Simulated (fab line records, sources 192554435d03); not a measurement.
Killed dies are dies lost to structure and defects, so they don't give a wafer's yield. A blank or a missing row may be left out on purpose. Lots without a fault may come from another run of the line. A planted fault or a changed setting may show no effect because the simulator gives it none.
One fault seen from 2 desks | flow n5_finfet | each desk has only its own numbers; what lay behind them comes last

THE METROLOGY DESK
What the gauges read, lot by lot, whatever tool the lot ran on: means of the sampled wafers that have a number. A lot is out of limits, marked OUT, if its mean lies more than 4 standard deviations from the usual mean; the brackets give that distance.
Columns: A = HMC_CMP_THK at N5_PMOS_HMC_CHANNEL_EPI_THK_MEAS_22, usual 53.6 nm
lot  | first seen here | A
L660 | day 2 01:58     | 54.8
L662 | day 2 13:28     | 53.3
L664 | day 3 01:48     | 53.3
L665 | day 3 08:04     | 53.4
L667 | day 3 20:14     | 52.8
L675 | day 5 20:40     | 53.2
L676 | day 6 01:50     | 53.2
L677 | day 6 07:51     | 53.6
L678 | day 6 13:37     | 54.1
L679 | day 6 20:46     | 54.3
L681 | day 7 08:32     | 53.4
L682 | day 7 17:50     | 52.9
This desk's finding: nothing out of limits on any of the 12 lots.

THE TOOL OWNER'S DESK: litho_track-05
The tool's own readings at N5_FIN_SAQP_COAT_49 (time 60 s, resist thk 100 nm): means of the sampled wafers that have a number, for each lot that ran on this tool. A lot is out of limits, marked OUT, if its mean lies more than 4 standard deviations from the usual mean; the brackets give that distance.
Columns: A = heater_power_total_W at N5_FIN_SAQP_COAT_49, usual 500.5 W; B = run_length_s at N5_FIN_SAQP_COAT_49, usual 66.20 s
lot  | first seen here | A               | B
L664 | day 3 03:16     | 500.9           | 66.05
L665 | day 3 09:41     | 535.3 (+19) OUT | 59.97 (-48) OUT
L667 | day 3 21:50     | 518.8 (+10) OUT | 62.97 (-25) OUT
L678 | day 6 15:17     | 499.1           | 66.16
L681 | day 7 10:14     | 500.4           | 66.15
L682 | day 7 19:20     | 499.7           | 66.07
This desk's finding: out of limits on L665, L667; first on L665, day 3 09:41 (heater_power_total_W at N5_FIN_SAQP_COAT_49). In limits: L664, L678, L681, L682.

PUT TOGETHER
The tool owner's desk could have raised an alarm at day 3 09:41, on L665, L667.
The metrology desk saw nothing out of limits.
The metrology desk has L665, L667 on record, within its limits.
Of the lots named, all ran N5_FIN_SAQP_COAT_49 on litho_track-05.

WHAT THE SIMULATOR HAD PUT IN
Process parameter drift: litho_track-05, from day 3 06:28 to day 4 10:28, at N5_FIN_SAQP_COAT_49. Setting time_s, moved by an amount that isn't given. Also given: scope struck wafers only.
Lots struck among those shown: L665, L667.
Hours from the fault's start to each desk's first reading out of limits: the tool owner's desk, 3.
